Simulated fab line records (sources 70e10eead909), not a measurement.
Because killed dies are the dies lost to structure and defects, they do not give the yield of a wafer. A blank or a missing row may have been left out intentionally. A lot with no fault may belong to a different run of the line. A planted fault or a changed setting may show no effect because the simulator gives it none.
Chamber matching | flow nand-harc | NHARC_P_CONTACT_DEP_30 on pecvd-01: 3 sister chambers
The step deposits SiNx, target thk 30 nm. 6 wafers are shown with their chamber, then 6 later ones without.

== EACH WAFER AND ITS CHAMBER ==
wafer  | chamber | heater-power-w (W)
L316.1 | 1       | 708
L316.6 | 2       | 834
L322.4 | 2       | 797
L322.6 | 1       | 721
L327.1 | 0       | 704
L327.6 | 0       | 705

== WAFERS WITHOUT THEIR CHAMBER ==
wafer  | heater-power-w (W)
L329.1 | 927
L329.2 | 689
L329.6 | 936
L336.1 | 844
L336.3 | 704
L336.6 | 836

== WHICH CHAMBER EACH WENT THROUGH ==
wafer  | from the rows above     | in truth
L329.1 | 2                       | 2
L329.2 | can't be placed: 0 or 1 | 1
L329.6 | 2                       | 2
L336.1 | 2                       | 2
L336.3 | can't be placed: 0 or 1 | 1
L336.6 | 2                       | 2
Correctly placed: 4 of 6. Not placeable from these rows: 2 (in 2, the candidates include the true chamber). Placed wrongly: 0.
How it was worked out, from the rows above alone: a wafer's distance from a chamber is the root of the sum, over the readings, of the square of ((its reading less the chamber's mean) divided by the reading's scatter). If the next closest chamber is less than 2 further off than the closest, the wafer can't be placed; otherwise it belongs to the closest. The mean given for a chamber averages the wafers shown for that chamber. The scatter: the root of (the sum of the squares of (reading less its chamber's mean) over the shown wafers, divided by (wafers less chambers)).
